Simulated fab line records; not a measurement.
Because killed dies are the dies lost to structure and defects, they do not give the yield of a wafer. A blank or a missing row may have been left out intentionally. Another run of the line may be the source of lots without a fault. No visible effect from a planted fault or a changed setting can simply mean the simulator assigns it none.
fab line records | flow nand-harc
record: lots: 24 wafers: 72 last-day: 33
route steps=1302 shown A_CONTACT@1003
lots that met no fault: taken from a fault-free run of the same line
start-h: start of the lot's first displayed wafer, in hours after the record's first day | wait-h: hours from the lot's prior step to this one | " unchanged from the row above | L1.1+2: a row that stands for several wafers | - no value, or no start given | * or withheld: withheld | < > ~ a bound
route shown NAME@n: names a module that has steps shown in the file, with the first one's number in the route | usual: average and standard deviation across the fault-free wafers | same: alike in all rows | chamber/n: place in a boat | sites: each site's reading | _std_site: how widely they spread, as a standard deviation | _edge_site: outer sites' mean less inner sites' | radius-mm: how far each site lies from the wafer's centre | mask NAME#n: copy n | behind: the tool/chamber that last shaped the wafer | hold: why the lot was held/for how many hours/how that ended | device: names the non-switching transistor (n, p or np) | end of line: the route-end tests of the same wafers | a step with no rows: only its recipe | killed: not the wafer's yield, but the dies lost to structure and defects at the first sort | map: shows each die of a wafer: x if killed, . if not, _ if none is there
set.NAME: the setting as run; set.NAME@STEP: as run at that earlier step | model.NAME: the simulator's own value behind a step, which no gauge read
steps of the route over a sample of lots; a table a step, a row a wafer
services: when a tool's chamber went out of use (start-h, in hours from the record's first day, below 0 if earlier), for how many hours, and the reason
== steps ==
step: NHARC_A_CONTACT_ETCH_50
recipe: target-depth-a: 1210 time-s: 60.5 cf4-flow-sccm: 100 chf3-flow-sccm: 30 ar-flow-sccm: 0 rf-w: 500 bias-w: 200 chemistry: CF4/CHF3
usual: drypump-motor-current-A: 5.7/0.31 oes-product-au: 0.944/0.022 rf-vpp-V: 370.9/2.2 showerhead-plenum-p-Torr: 1.58/0.064 throttle-valve-pct: 16.804/0.0095
columns lot.wafer tool chamber start-h wait-h drypump-motor-current-A oes-product-au rf-hours-counter-h rf-vpp-V showerhead-plenum-p-Torr throttle-valve-pct
L074.3 rie-diel-08 2 - - 5.3 0.954 26 374.7 1.64 16.815
L074.2 " 0 " " 5.6 0.968 23 369.4 1.56 16.802
L074.6 " 1 " " 6.2 0.949 - 371.0 1.55 16.813
L077.4 rie-diel-08 1 - - 6.1 0.972 19 369.7 1.55 16.807
L077.2 " 2 " " 5.3 0.963 28 373.2 1.64 16.798
L077.5 " 1 " " 6.1 0.972 - 369.7 1.55 16.784
L075.3 rie-diel-08 2 - - 5.3 0.934 29 373.2 1.64 16.800
L075.2 " 3 " " 5.6 0.951 26 374.4 1.65 16.797
L075.5 " 2 " " 5.3 0.931 - 373.1 1.64 16.817
L076.4 rie-diel-01 1 - - 5.4 0.919 45 373.3 1.67 16.802
L076.2 " 0 " " 5.6 0.921 44 369.9 1.53 16.814
L076.6 " 2 " " 6.0 0.918 - 371.8 1.58 16.804
L078.2 rie-diel-08 3 - - 5.6 0.926 32 373.2 1.65 16.814
L078.5 " 1 " " 6.1 0.920 - 368.4 1.55 16.811
L078.6 " 2 " " 5.3 0.923 - 374.0 1.64 16.811
L079.3 rie-diel-08 1 - - 6.1 0.960 28 370.0 1.55 16.825
L079.6 " 0 " " 5.6 0.979 - 371.3 1.56 16.806
L079.5 " 1 " " 6.1 0.968 - 369.2 1.55 16.809
L080.4 rie-diel-12 2 - - 5.8 0.932 26 369.1 1.50 16.783
L080.2 " 3 " " 5.0 0.930 28 373.3 1.67 16.825
L080.1 " 1 " " 5.7 0.940 25 372.7 1.66 16.805
L081.3 rie-diel-01 2 - - 6.1 0.963 0 369.3 1.58 16.790
L081.2 " 3 " " 5.8 0.959 0 368.6 1.49 16.800
L081.5 " 3 " " 5.7 0.953 - 368.6 1.49 16.791
L082.2 rie-diel-08 1 - - 6.1 0.999 1 369.0 1.55 16.811
L082.4 " 2 " " 5.3 0.965 2 373.4 1.64 16.802
L082.6 " 1 " " 6.1 1.006 - 368.5 1.54 16.814
L083.2 rie-diel-12 0 - - 5.6 0.919 42 368.5 1.50 16.799
L083.1 " 2 " " 5.8 0.924 37 368.2 1.49 16.824
L083.6 " 3 " " 5.0 0.926 - 373.4 1.66 16.815
L084.4 rie-diel-08 1 - - 6.1 0.973 2 371.0 1.54 16.806
L084.6 " 1 " " 6.1 0.964 - 370.0 1.55 16.810
L084.5 " 2 " " 5.3 0.967 - 374.4 1.64 16.801
L086.2 rie-diel-12 1 - - 5.7 0.917 39 372.9 1.66 16.793
L086.5 " 3 " " 5.0 0.921 - 374.2 1.66 16.812
L086.6 " 0 " " 5.6 0.929 - 367.9 1.50 16.813
L085.2 rie-diel-08 0 - - 5.6 0.973 7 369.7 1.55 16.812
L085.5 " 3 " " 5.6 0.994 - 372.4 1.65 16.810
L085.6 " 0 " " 5.6 0.964 - 367.9 1.55 16.811
L087.2 rie-diel-01 3 - - 5.8 0.970 20 368.4 1.49 16.789
L087.5 " 1 " " 5.4 0.961 - 373.4 1.66 16.804
L087.6 " 2 " " 6.1 0.954 - 369.2 1.57 16.818
L088.4 rie-diel-01 1 - - 5.4 0.920 19 373.9 1.66 16.797
L088.1 " 2 " " 6.1 0.923 21 371.6 1.57 16.804
L088.6 " 3 " " 5.8 0.927 - 368.5 1.49 16.816
L089.2 rie-diel-08 2 - - 5.3 0.941 12 374.2 1.64 16.800
L089.1 " 0 " " 5.6 0.923 12 370.0 1.55 16.798
L089.5 " 2 " " 5.3 0.938 - 373.6 1.64 16.807
L090.3 rie-diel-08 1 - - 6.1 0.963 15 369.3 1.54 16.797
L090.4 " 2 " " 5.2 0.957 16 372.7 1.64 16.810
L090.6 " 0 " " 5.6 0.965 - 370.2 1.55 16.806
L093.2 rie-diel-01 2 - - 6.1 0.920 33 369.9 1.57 16.806
L093.1 " 1 " " 5.4 0.929 30 374.0 1.66 16.809
L093.6 " 2 " " 6.1 0.928 - 370.1 1.57 16.816
L092.1 rie-diel-12 0 - - 5.6 0.933 10 369.0 1.49 16.812
L092.4 " 1 " " 5.7 0.954 9 373.6 1.66 16.802
L092.6 " 3 " " 5.0 0.956 - 373.2 1.66 16.791
L091.3 rie-diel-01 3 - - 5.8 0.925 40 366.6 1.48 16.820
L091.1 " 1 " " 5.4 0.925 38 373.1 1.66 16.795
L091.6 " 3 " " 5.8 0.929 - 367.5 1.48 16.793
L094.2 rie-diel-01 2 - - 6.0 0.923 40 370.2 1.57 16.808
L094.1 " 1 " " 5.4 0.923 38 373.2 1.66 16.812
L094.6 " 3 " " 5.8 0.922 - 368.5 1.48 16.806
L095.4 rie-diel-08 2 - - 5.3 0.944 22 373.7 1.64 16.788
L095.2 " 1 " " 6.1 0.947 21 369.3 1.54 16.798
L095.5 " 2 " " 5.3 0.940 - 371.2 1.64 16.801
L096.3 rie-diel-01 2 - - 6.0 0.919 53 369.2 1.57 16.805
L096.4 " 3 " " 5.8 0.928 53 368.1 1.48 16.811
L096.2 " 1 " " 5.4 0.931 50 372.7 1.65 16.788
L097.3 rie-diel-08 1 - - 6.2 0.973 22 369.2 1.54 16.799
L097.1 " 2 " " 5.3 0.934 23 373.2 1.64 16.786
L097.6 " 0 " " 5.6 0.920 - 368.5 1.55 16.795
step: NHARC_A_CONTACT_CD_MEAS_53
usual: cd-nm: 289.3/0.85
columns lot.wafer tool chamber start-h wait-h cd-nm
L074.2 cd-sem-03 - 510.28 - 289.6
L074.3 " - " " 290.1
L074.6 " - " " 290.4
L077.2 cd-sem-01 - 519.16 - 289.6
L077.4 " - " " 289.5
L077.5 " - " " 290.0
L075.2 cd-sem-01 - 520.03 - 288.5
L075.3 " - " " 288.7
L075.5 " - " " 288.3
L076.2 cd-sem-02 - 523.01 - 289.5
L076.4 " - " " 289.6
L076.6 " - " " 289.3
L078.2 cd-sem-02 - 543.72 - 291.0
L078.5 " - " " 289.6
L078.6 " - " " 290.2
L079.3 cd-sem-03 - 545.45 - 289.7
L079.5 " - " " 289.3
L079.6 " - " " 290.2
L080.1 cd-sem-02 - 554.24 - 289.4
L080.2 " - " " 290.4
L080.4 " - " " 290.0
L081.2 cd-sem-02 - 574.98 - 290.1
L081.3 " - " " 290.0
L081.5 " - " " 289.7
L082.2 cd-sem-02 - 579.47 - 288.2
L082.4 " - " " 287.5
L082.6 " - " " 288.4
L083.1 cd-sem-03 - 587.35 - 289.5
L083.2 " - " " 289.7
L083.6 " - " " 289.6
L084.4 cd-sem-03 - 587.84 - 290.1
L084.5 " - " " 289.3
L084.6 " - " " 290.2
L086.2 cd-sem-02 - 593.76 - 287.4
L086.5 " - " " 287.8
L086.6 " - " " 288.2
L085.2 cd-sem-03 - 601.69 - 289.9
L085.5 " - " " 289.8
L085.6 " - " " 290.1
L087.2 cd-sem-02 - 628.14 - 289.6
L087.5 " - " " 289.8
L087.6 " - " " 289.9
L088.1 cd-sem-02 - 634.67 - 287.7
L088.4 " - " " 288.2
L088.6 " - " " 287.8
L089.1 cd-sem-02 - 634.81 - 289.0
L089.2 " - " " 288.6
L089.5 " - " " 288.6
L090.3 cd-sem-02 - 660.05 - 289.2
L090.4 " - " " 288.7
L090.6 " - " " 289.4
L093.1 cd-sem-03 - 672.41 - 290.8
L093.2 " - " " 290.8
L093.6 " - " " 291.1
L092.1 cd-sem-01 - 676.45 - 290.0
L092.4 " - " " 289.5
L092.6 " - " " 289.1
L091.1 cd-sem-01 - 683.02 - 289.3
L091.3 " - " " 288.2
L091.6 " - " " 288.8
L094.1 cd-sem-02 - 685.04 - 288.3
L094.2 " - " " 288.2
L094.6 " - " " 288.7
L095.2 cd-sem-02 - 711.96 - 287.8
L095.4 " - " " 288.5
L095.5 " - " " 288.4
L096.2 cd-sem-02 - 718.55 - 290.0
L096.3 " - " " 290.1
L096.4 " - " " 289.7
L097.1 cd-sem-02 - 718.85 - 289.3
L097.3 " - " " 289.2
L097.6 " - " " 289.8
step: NHARC_A_CONTACT_OVL_MEAS_70
usual: overlay-x-nm: 0.1/0.76 overlay-y-nm: 0.2/0.85
columns lot.wafer tool chamber start-h wait-h overlay-x-nm overlay-y-nm
L074.2 overlay-02 - 517.11 - -0.3 -0.5
L074.3 " - " " -0.8 0.3
L074.6 " - " " -0.6 0.1
L077.2 overlay-02 - 524.11 - 0.2 -1.0
L077.4 " - " " 0.6 0.0
L077.5 " - " " 0.1 -0.6
L075.2 overlay-01 - 525.11 - -0.4 -1.1
L075.3 " - " " -0.8 0.0
L075.5 " - " " -1.0 -1.2
L076.2 overlay-01 - 528.16 - -0.9 -0.2
L076.4 " - " " -0.8 0.4
L076.6 " - " " -0.6 0.3
L078.2 overlay-02 - 548.94 - 1.3 -0.9
L078.5 " - " " 2.1 -1.1
L078.6 " - " " 1.5 -0.7
L079.3 overlay-01 - 552.02 - 0.9 -1.6
L079.5 " - " " 1.0 -1.2
L079.6 " - " " 1.4 -0.7
L080.1 overlay-02 - 561.64 - 0.5 1.0
L080.2 " - " " 0.9 1.4
L080.4 " - " " 0.5 0.5
L081.2 overlay-02 - 579.82 - 0.7 1.6
L081.3 " - " " 0.6 1.5
L081.5 " - " " 0.2 1.6
L082.2 overlay-01 - 585.81 - 0.1 -0.2
L082.4 " - " " -0.1 0.2
L082.6 " - " " 0.3 -0.1
L083.1 overlay-02 - 592.34 - -0.4 0.3
L083.2 " - " " -0.4 0.8
L083.6 " - " " -0.2 0.6
L084.4 overlay-02 - 594.87 - -0.6 1.0
L084.5 " - " " -0.1 1.0
L084.6 " - " " -0.2 1.4
L086.2 overlay-01 - 598.75 - -1.0 -0.3
L086.5 " - " " -0.5 -0.2
L086.6 " - " " -0.4 -0.1
L085.2 overlay-02 - 608.04 - 0.8 0.2
L085.5 " - " " 1.1 0.0
L085.6 " - " " 0.5 0.0
L087.2 overlay-02 - 636.49 - 1.4 -0.8
L087.5 " - " " 2.0 -0.7
L087.6 " - " " 1.7 -0.7
L088.1 overlay-02 - 639.86 - -0.3 0.2
L088.4 " - " " -0.4 0.5
L088.6 " - " " 0.2 0.5
L089.1 overlay-01 - 641.15 - 0.7 1.4
L089.2 " - " " 0.7 1.7
L089.5 " - " " 0.2 1.4
L090.3 overlay-01 - 666.64 - -0.3 0.3
L090.4 " - " " 0.0 0.0
L090.6 " - " " -0.1 0.2
L093.1 overlay-02 - 682.81 - -1.6 -0.4
L093.2 " - " " -0.9 -0.2
L093.6 " - " " -1.7 -0.8
L092.1 overlay-02 - 684.73 - -0.6 1.4
L092.4 " - " " -0.6 0.9
L092.6 " - " " -0.1 1.1
L091.1 overlay-01 - 688.06 - -0.5 2.0
L091.3 " - " " -0.8 2.4
L091.6 " - " " -0.6 1.7
L094.1 overlay-01 - 691.02 - 0.6 -1.3
L094.2 " - " " 0.3 -1.0
L094.6 " - " " 0.4 -0.7
L095.2 overlay-01 - 716.91 - -0.1 0.3
L095.4 " - " " -0.4 0.8
L095.5 " - " " -0.3 0.9
L096.2 overlay-01 - 723.44 - -0.1 1.1
L096.3 " - " " -0.3 -0.1
L096.4 " - " " 0.6 0.3
L097.1 overlay-02 - 723.89 - 0.6 0.2
L097.3 " - " " 0.4 0.1
L097.6 " - " " 0.6 0.3
step: NHARC_A_CONTACT_ETCH_124
recipe: source-w: withheld pressure-mtorr: 20 bias-v: withheld time-s: 140 target-depth-a: 7000 ar-flow-sccm: withheld c4f8-flow-sccm: withheld o2-flow-sccm: withheld chemistry: C4F8/O2/Ar
columns lot.wafer tool chamber start-h wait-h rf-hours-counter-h
L074.2 har-cap-etch-02 0 518.79 - 83
L074.3 " 0 " " -
L074.6 " 1 " " -
L077.2 har-cap-etch-03 0 526.12 - 44
L077.4 " 1 " " -
L077.5 " 0 " " -
L075.2 har-cap-etch-02 1 527.34 - 85
L075.3 " 1 " " -
L075.5 " 0 " " -
L076.2 har-cap-etch-01 1 529.83 - 5
L076.4 " 0 " " -
L076.6 " 1 " " -
L078.2 har-cap-etch-03 1 550.81 - 48
L078.6 " 1 " " -
L078.5 " 0 " " -
L079.3 har-cap-etch-01 0 553.82 - -
L079.5 " 1 " " -
L079.6 " 0 " " -
L080.2 har-cap-etch-01 1 563.37 - 12
L080.1 " 0 " " 12
L080.4 " 0 " " -
L081.2 har-cap-etch-03 1 581.50 - 53
L081.3 " 1 " " -
L081.5 " 0 " " -
L082.2 har-cap-etch-03 0 587.49 - 55
L082.4 " 0 " " -
L082.6 " 1 " " -
L083.1 har-cap-etch-03 0 594.02 - 56
L083.2 " 1 " " 56
L083.6 " 1 " " -
L084.4 har-cap-etch-01 1 596.60 - -
L084.5 " 0 " " -
L084.6 " 1 " " -
L086.2 har-cap-etch-02 1 600.47 - 101
L086.5 " 0 " " -
L086.6 " 1 " " -
L085.2 har-cap-etch-01 0 609.67 - 24
L085.6 " 0 " " -
L085.5 " 1 " " -
L087.2 har-cap-etch-02 1 638.16 - 107
L087.6 " 0 " " -
L087.5 " 1 " " -
L088.1 har-cap-etch-01 1 641.49 - 28
L088.4 " 0 " " -
L088.6 " 1 " " -
L089.2 har-cap-etch-03 1 642.88 - 65
L089.1 " 0 " " 65
L089.5 " 0 " " -
L090.3 har-cap-etch-01 0 668.34 - -
L090.4 " 1 " " -
L090.6 " 1 " " -
L093.1 har-cap-etch-03 1 684.45 - 72
L093.2 " 0 " " 72
L093.6 " 0 " " -
L092.1 har-cap-etch-01 1 686.38 - 35
L092.4 " 0 " " -
L092.6 " 0 " " -
L091.1 har-cap-etch-02 1 689.70 - 117
L091.3 " 0 " " -
L091.6 " 0 " " -
L094.2 har-cap-etch-03 0 692.84 - 74
L094.1 " 1 " " 74
L094.6 " 1 " " -
L095.2 har-cap-etch-02 1 718.67 - 122
L095.4 " 1 " " -
L095.5 " 0 " " -
L096.2 har-cap-etch-03 0 725.11 - 79
L096.3 " 1 " " -
L096.4 " 0 " " -
L097.1 har-cap-etch-01 1 725.57 - 41
L097.3 " 0 " " -
L097.6 " 1 " " -
step: NHARC_A_CONTACT_ETCH_129
recipe: source-w: withheld pressure-mtorr: 20 bias-v: 3000 time-s: 197 target-depth-a: 19180 ar-flow-sccm: withheld c4f8-flow-sccm: withheld o2-flow-sccm: withheld chemistry: C4F8/O2/Ar
columns lot.wafer tool chamber start-h wait-h rf-hours-counter-h
L074.2 har-cap-etch-02 0 519.70 0.1 84
L074.3 " 0 " " -
L074.6 " 1 " " -
L077.2 har-cap-etch-03 0 527.27 0.2 45
L077.4 " 1 " " -
L077.5 " 0 " " -
L075.2 har-cap-etch-02 1 528.25 0.1 86
L075.3 " 1 " " -
L075.5 " 0 " " -
L076.2 har-cap-etch-01 1 530.73 0.1 5
L076.4 " 0 " " -
L076.6 " 1 " " -
L078.2 har-cap-etch-03 1 551.72 0.1 49
L078.6 " 1 " " -
L078.5 " 0 " " -
L079.3 har-cap-etch-01 0 554.71 0.1 -
L079.5 " 1 " " -
L079.6 " 0 " " -
L080.2 har-cap-etch-01 1 564.28 0.1 13
L080.1 " 0 " " 13
L080.4 " 0 " " -
L081.2 har-cap-etch-03 1 582.39 0.1 54
L081.3 " 1 " " -
L081.5 " 0 " " -
L082.2 har-cap-etch-03 0 588.40 0.1 55
L082.4 " 0 " " -
L082.6 " 1 " " -
L083.1 har-cap-etch-03 0 594.93 0.1 57
L083.2 " 1 " " 57
L083.6 " 1 " " -
L084.4 har-cap-etch-01 1 597.49 0.1 -
L084.5 " 0 " " -
L084.6 " 1 " " -
L086.2 har-cap-etch-02 1 601.37 0.1 102
L086.5 " 0 " " -
L086.6 " 1 " " -
L085.2 har-cap-etch-01 0 610.57 0.1 24
L085.6 " 0 " " -
L085.5 " 1 " " -
L087.2 har-cap-etch-02 1 639.06 0.1 107
L087.6 " 0 " " -
L087.5 " 1 " " -
L088.1 har-cap-etch-01 1 642.39 0.1 28
L088.4 " 0 " " -
L088.6 " 1 " " -
L089.2 har-cap-etch-03 1 643.79 0.1 66
L089.1 " 0 " " 66
L089.5 " 0 " " -
L090.3 har-cap-etch-01 0 669.24 0.1 -
L090.4 " 1 " " -
L090.6 " 1 " " -
L093.1 har-cap-etch-03 1 685.36 0.1 73
L093.2 " 0 " " 73
L093.6 " 0 " " -
L092.1 har-cap-etch-01 1 687.28 0.1 36
L092.4 " 0 " " -
L092.6 " 0 " " -
L091.1 har-cap-etch-02 1 690.60 0.1 117
L091.3 " 0 " " -
L091.6 " 0 " " -
L094.2 har-cap-etch-03 0 693.74 0.1 75
L094.1 " 1 " " 75
L094.6 " 1 " " -
L095.2 har-cap-etch-02 1 719.58 0.1 123
L095.4 " 1 " " -
L095.5 " 0 " " -
L096.2 har-cap-etch-03 0 726.01 0.1 80
L096.3 " 1 " " -
L096.4 " 0 " " -
L097.1 har-cap-etch-01 1 726.47 0.1 42
L097.3 " 0 " " -
L097.6 " 1 " " -
step: NHARC_A_CONTACT_ETCH_91
recipe: target-depth-a: 400 over-etch-frac: 0.5 time-s: 85.7 ion-energy-ev: 120 ch3f-flow-sccm: 50 o2-flow-sccm: 30 ar-flow-sccm: 200 rf-w: 500 bias-w: 100 chemistry: CH3F/O2
usual: drypump-motor-current-A: 5.67/0.29 oes-product-au: 0.939/0.024 rf-vpp-V: 244.6/1.7 showerhead-plenum-p-Torr: 2.47/0.1 throttle-valve-pct: 20.662/0.0096
columns lot.wafer tool chamber start-h wait-h drypump-motor-current-A oes-product-au rf-hours-counter-h rf-vpp-V showerhead-plenum-p-Torr throttle-valve-pct
L074.3 rie-diel-01 2 521.17 0.5 6.05 0.919 43 244.3 2.47 20.665
L074.2 " 3 " " 5.79 0.925 41 243.3 2.33 20.677
L074.6 " 3 " " 5.77 0.923 - 242.6 2.33 20.670
L077.2 rie-diel-12 2 529.29 1.0 5.86 0.925 21 243.3 2.34 20.658
L077.5 " 0 " " 5.62 0.914 - 244.0 2.34 20.664
L077.4 " 1 " " 5.69 0.929 - 247.3 2.61 20.682
L075.2 rie-diel-12 2 529.72 0.7 5.90 0.934 21 242.4 2.34 20.669
L075.3 " 0 " " 5.63 0.928 26 241.2 2.34 20.652
L075.5 " 2 " " 5.87 0.930 - 241.1 2.34 20.671
L076.4 rie-diel-08 2 532.20 0.6 5.29 0.927 34 245.3 2.57 20.666
L076.2 " 3 " " 5.61 0.932 30 246.7 2.59 20.659
L076.6 " 3 " " 5.59 0.929 - 246.1 2.59 20.664
L078.2 rie-diel-12 1 553.25 0.7 5.67 0.948 26 247.0 2.60 20.662
L078.5 " 3 " " 5.01 0.947 - 245.1 2.61 20.679
L078.6 " 0 " " 5.64 0.950 - 242.5 2.34 20.658
L079.3 rie-diel-08 1 556.13 0.5 6.15 0.993 0 242.8 2.41 20.636
L079.6 " 0 " " 5.62 0.984 - 244.4 2.43 20.644
L079.5 " 1 " " 6.09 0.994 - 243.7 2.41 20.653
L080.2 rie-diel-08 1 565.78 0.7 6.15 1.014 1 244.4 2.41 20.657
L080.4 " 2 " " 5.30 1.009 1 245.6 2.57 20.667
L080.1 " 3 " " 5.61 0.998 1 244.5 2.58 20.676
L081.3 rie-diel-01 1 583.85 0.5 5.37 0.922 4 246.8 2.61 20.654
L081.2 " 0 " " 5.60 0.923 4 243.8 2.38 20.658
L081.5 " 2 " " 6.06 0.927 - 243.0 2.46 20.667
L082.2 rie-diel-08 1 589.88 0.7 6.14 0.930 4 245.2 2.41 20.662
L082.4 " 2 " " 5.29 0.936 5 244.7 2.57 20.666
L082.6 " 3 " " 5.58 0.933 - 246.4 2.58 20.669
L083.1 rie-diel-08 2 596.43 0.7 5.31 0.931 6 247.1 2.56 20.680
L083.2 " 3 " " 5.61 0.938 7 247.2 2.58 20.663
L083.6 " 2 " " 5.32 0.934 - 247.4 2.57 20.662
L084.4 rie-diel-08 2 598.95 0.5 5.30 0.932 7 243.9 2.56 20.641
L084.6 " 3 " " 5.60 0.937 - 246.2 2.58 20.660
L084.5 " 0 " " 5.63 0.928 - 243.3 2.43 20.664
L086.2 rie-diel-08 1 602.85 0.7 6.10 0.938 7 242.9 2.41 20.657
L086.5 " 0 " " 5.64 0.921 - 245.7 2.43 20.670
L086.6 " 1 " " 6.12 0.931 - 242.2 2.41 20.664
L085.2 rie-diel-08 2 612.07 0.7 5.30 0.933 11 246.3 2.56 20.658
L085.5 " 2 " " 5.31 0.937 - 243.7 2.56 20.657
L085.6 " 3 " " 5.59 0.923 - 246.4 2.58 20.652
L087.2 rie-diel-12 1 640.52 0.6 5.68 0.999 2 246.3 2.59 20.679
L087.6 " 1 " " 5.68 0.996 - 248.3 2.59 20.667
L087.5 " 2 " " 5.89 1.002 - 242.1 2.33 20.660
L088.1 rie-diel-08 1 643.89 0.7 6.17 0.955 13 242.2 2.41 20.660
L088.4 " 3 " " 5.59 0.940 15 246.2 2.58 20.674
L088.6 " 2 " " 5.27 0.936 - 245.7 2.56 20.664
L089.2 rie-diel-01 2 645.31 0.7 6.06 0.917 25 245.2 2.46 20.660
L089.1 " 0 " " 5.60 0.918 25 243.1 2.37 20.679
L089.5 " 1 " " 5.40 0.917 - 248.5 2.60 20.672
L090.4 rie-diel-08 1 670.69 0.5 6.13 0.941 17 244.2 2.41 20.670
L090.3 " 2 " " 5.31 0.940 17 245.2 2.56 20.660
L090.6 " 1 " " 6.15 0.941 - 244.6 2.41 20.658
L093.2 rie-diel-08 1 686.85 0.6 6.14 0.929 18 243.9 2.41 20.669
L093.1 " 0 " " 5.62 0.927 21 243.7 2.42 20.673
L093.6 " 1 " " 6.13 0.929 - 244.6 2.41 20.667
L092.1 rie-diel-01 0 688.76 0.7 5.57 0.923 44 244.0 2.36 20.654
L092.4 " 3 " " 5.75 0.921 46 243.0 2.31 20.657
L092.6 " 0 " " 5.59 0.916 - 242.5 2.36 20.655
L091.1 rie-diel-08 1 692.12 0.7 6.14 0.930 19 243.1 2.41 20.674
L091.3 " 2 " " 5.28 0.931 20 245.7 2.56 20.658
L091.6 " 2 " " 5.29 0.935 - 245.5 2.56 20.673
L094.1 rie-diel-08 3 695.23 0.6 5.60 0.934 22 245.7 2.58 20.667
L094.2 " 0 " " 5.63 0.925 22 242.7 2.42 20.664
L094.6 " 3 " " 5.60 0.933 - 245.2 2.58 20.681
L095.4 rie-diel-08 1 721.11 0.6 6.17 0.929 23 244.3 2.40 20.675
L095.2 " 2 " " 5.28 0.925 23 247.6 2.56 20.661
L095.5 " 0 " " 5.67 0.920 - 244.6 2.42 20.676
L096.2 rie-diel-12 2 727.47 0.6 5.85 0.938 30 243.6 2.31 20.665
L096.4 " 0 " " 5.63 0.920 31 242.0 2.32 20.662
L096.3 " 1 " " 5.68 0.926 31 246.4 2.58 20.666
L097.3 rie-diel-01 2 727.93 0.6 6.06 0.918 57 243.8 2.44 20.654
L097.1 " 0 " " 5.61 0.923 57 241.7 2.36 20.668
L097.6 " 3 " " 5.75 0.931 - 241.6 2.30 20.637
== services ==
columns tool chamber start-h hours kind
rie-diel-08 3 484.89 4.0 repair
har-cap-etch-01 - 497.00 17.0 pm
rie-diel-08 0 500.43 - clean
rie-diel-08 1 500.43 - clean
rie-diel-08 2 500.43 - clean
rie-diel-08 3 500.43 - clean
rie-diel-12 1 503.09 6.9 repair
rie-diel-08 0 525.09 - clean
rie-diel-08 1 525.09 - clean
rie-diel-08 2 525.09 - clean
rie-diel-08 3 525.09 - clean
rie-diel-12 2 533.18 1.2 repair
rie-diel-08 3 545.63 9.0 vent-cycle
har-cap-etch-01 - 549.38 0.9 repair
rie-diel-08 0 554.63 - clean
rie-diel-08 1 554.63 - clean
rie-diel-01 - 555.21 0.2 repair
rie-diel-01 - 560.76 9.0 pm
rie-diel-08 1 568.42 6.1 repair
rie-diel-12 - 622.52 9.0 pm
har-cap-etch-02 - 635.17 0.1 repair
rie-diel-08 2 658.58 5.1 repair
rie-diel-08 - 666.06 0.3 repair
rie-diel-08 - 722.63 9.0 pm
== key ==
fault none
